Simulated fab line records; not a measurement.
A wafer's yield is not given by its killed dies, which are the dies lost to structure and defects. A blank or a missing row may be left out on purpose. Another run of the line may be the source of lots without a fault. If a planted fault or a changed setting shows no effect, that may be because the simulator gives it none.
Matching of chambers | flow n5_finfet | N5_BEOL_M9_CURE_71 on uv_cure-02: 3 sister chambers
The step cures SiCOH lowk, time 240 s. 24 wafers are shown with their chamber, then 12 later ones without.

## WAFERS WITH THEIR CHAMBER
wafer  | chamber | wafer_temp_C_max | lamp_power_pct (%)
L075.3 | 0       | 386.7            | 52.23
L075.4 | 0       | 386.7            | 52.34
L075.5 | 0       | 386.9            | 52.44
L076.1 | 0       | 386.7            | 52.24
L076.2 | 0       | 386.7            | 52.33
L076.4 | 0       | 386.7            | 52.31
L077.2 | 2       | 386.8            | 52.33
L077.4 | 2       | 386.5            | 52.27
L077.5 | 2       | 386.7            | 52.41
L079.2 | 1       | 387.5            | 52.34
L079.3 | 1       | 387.1            | 52.26
L079.4 | 1       | 387.1            | 52.38
L087.3 | 0       | 386.5            | 52.44
L087.4 | 0       | 387.2            | 52.36
L087.6 | 0       | 386.7            | 52.29
L088.1 | 1       | 387.2            | 52.33
L088.3 | 1       | 386.9            | 52.28
L088.4 | 1       | 386.8            | 52.35
L089.1 | 0       | 386.5            | 52.40
L089.5 | 0       | 387.0            | 52.35
L089.6 | 0       | 387.3            | 52.30
L089.2 | 0       | 386.4            | 52.36
L089.3 | 0       | 386.5            | 52.23
L089.4 | 0       | 386.7            | 52.39

SIGNATURES (means of the wafers above)
reading          | chamber 0 | chamber 1 | chamber 2 | scatter within a chamber
wafer_temp_C_max | 386.747   | 387.100   | 386.667   | 0.245
lamp_power_pct   | 52.3340   | 52.3233   | 52.3367   | 0.0639
Rule: for a wafer and a chamber, the distance is found by dividing, reading by reading, the gap between the wafer's reading and the chamber's mean by the reading's scatter, squaring, summing and taking the root. The wafer belongs to the nearest chamber; if the next one is less than 2 further off, it can't be placed. The scatter: take each reading less its chamber's mean, square it, sum over the shown wafers, divide by the number of wafers less the number of chambers, and take the root.

## WAFERS WITHOUT THEIR CHAMBER
wafer  | wafer_temp_C_max | lamp_power_pct (%)
L091.1 | 386.7            | 52.35
L091.2 | 387.3            | 52.33
L091.6 | 387.1            | 52.36
L097.2 | 387.7            | 52.34
L097.4 | 386.7            | 52.38
L097.6 | 387.0            | 52.33
L095.1 | 386.4            | 52.27
L095.4 | 386.7            | 52.35
L095.6 | 387.2            | 52.29
L096.1 | 386.9            | 52.26
L096.2 | 386.9            | 52.43
L096.4 | 387.2            | 52.37

## THE CHAMBER EACH PASSED THROUGH
wafer  | from the rows above          | in truth
L091.1 | can't be placed: 2 or 0 or 1 | 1
L091.2 | can't be placed: 1 or 0 or 2 | 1
L091.6 | can't be placed: 1 or 0 or 2 | 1
L097.2 | can't be placed: 1 or 0 or 2 | 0
L097.4 | can't be placed: 2 or 0 or 1 | 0
L097.6 | can't be placed: 1 or 0 or 2 | 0
L095.1 | can't be placed: 2 or 0 or 1 | 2
L095.4 | can't be placed: 2 or 0 or 1 | 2
L095.6 | can't be placed: 1 or 0 or 2 | 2
L096.1 | can't be placed: 1 or 0 or 2 | 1
L096.2 | can't be placed: 0 or 2 or 1 | 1
L096.4 | can't be placed: 1 or 0 or 2 | 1
0 of 12 placed correctly. Can't be placed from these rows: 12 (the true chamber is among the candidates in 12). Placed wrongly: 0.
